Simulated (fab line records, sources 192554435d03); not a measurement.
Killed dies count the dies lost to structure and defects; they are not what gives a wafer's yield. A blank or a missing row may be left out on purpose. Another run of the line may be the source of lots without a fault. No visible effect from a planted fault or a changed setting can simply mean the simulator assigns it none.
Matching of chambers | flow n5 finfet | pecvd-04 running N5_SDB_HM_DEP_00: 3 sister chambers
The step deposits SiNx from SiH4/NH3/N2, target thk 40 nm, time 35.3 s. 6 wafers are shown with their chamber, then 8 later ones without.

WAFERS, EACH WITH ITS CHAMBER
wafer  | chamber | showerhead plenum p Torr (Torr) | throttle valve pct (%)
L085.1 | 2       | 5.12                            | 38.6
L085.3 | 0       | 5.21                            | 40.0
L086.4 | 0       | 5.21                            | 40.2
L086.5 | 1       | 5.19                            | 41.1
L086.6 | 2       | 5.12                            | 38.9
L091.1 | 1       | 5.20                            | 41.3

WAFERS WHOSE CHAMBER IS MISSING
wafer  | showerhead plenum p Torr (Torr) | throttle valve pct (%)
L091.3 | 5.12                            | 38.8
L091.6 | 5.21                            | 40.0
L092.2 | 5.12                            | 38.8
L092.5 | 5.20                            | 39.9
L092.6 | 5.20                            | 41.4
L097.1 | 5.19                            | 39.7
L097.3 | 5.12                            | 38.8
L097.6 | 5.12                            | 38.8

WHICH CHAMBER EACH ONE RAN IN
wafer  | from the rows above | in truth
L091.3 | 2                   | 2
L091.6 | 0                   | 0
L092.2 | 2                   | 2
L092.5 | 0                   | 0
L092.6 | 1                   | 1
L097.1 | 0                   | 0
L097.3 | 2                   | 2
L097.6 | 2                   | 2
8 of 8 placed correctly. From these rows, 0 cannot be placed. Wrongly placed: 0.
How it was worked out, from the rows above alone: a wafer's distance from a chamber is the root of the sum, over the readings, of the square of ((its reading less the chamber's mean) divided by the reading's scatter). If the next closest chamber is less than 2 further off than the closest, the wafer can't be placed; otherwise it belongs to the closest. The mean given for a chamber averages the wafers shown for that chamber. How the scatter is found: for the shown wafers, subtract from each reading the mean of its chamber, square and add these, divide the total by (wafers less chambers), then take the root.
